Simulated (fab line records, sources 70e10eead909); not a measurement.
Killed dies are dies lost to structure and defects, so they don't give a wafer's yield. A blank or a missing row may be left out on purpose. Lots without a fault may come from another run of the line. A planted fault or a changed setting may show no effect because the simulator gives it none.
Chamber matching | flow nand_harc | NHARC_A_CONTACT_DEP_58 on pecvd-02: 3 sister chambers
The step deposits SiON, target thk 60 nm. 3 wafers are shown with their chamber, then 8 later ones without.

WAFERS WITH THEIR CHAMBER
wafer  | chamber | heater_power_w (W)
L899.1 | 2       | 790
L899.5 | 0       | 958
L901.1 | 1       | 710

WAFERS WITHOUT THEIR CHAMBER
wafer  | heater_power_w (W)
L901.2 | 935
L901.4 | 746
L912.2 | 941
L912.3 | 889
L912.6 | 880
L915.2 | 773
L915.4 | 971
L915.6 | 761

WHICH CHAMBER EACH WENT THROUGH
wafer  | from the rows above     | in truth
L901.2 | 0                       | 0
L901.4 | can't be placed: 1 or 2 | 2
L912.2 | 0                       | 0
L912.3 | can't be placed: 0 or 2 | 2
L912.6 | can't be placed: 0 or 2 | 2
L915.2 | can't be placed: 2 or 1 | 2
L915.4 | 0                       | 0
L915.6 | can't be placed: 2 or 1 | 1
Placed correctly: 3 of 8. Can't be placed from these rows: 5 (the true chamber is among the candidates in 5). Placed wrongly: 0.
How it was worked out, from the rows above alone: a wafer's distance from a chamber is the root of the sum, over the readings, of the square of ((its reading less the chamber's mean) divided by the reading's scatter). The wafer belongs to the nearest chamber; if the next one is less than 2 further off, it can't be placed. A chamber's mean is the mean of its shown wafers. The scatter: with one shown wafer a chamber, the root of the mean of the squares of how far each hidden wafer lies from its nearest shown one.
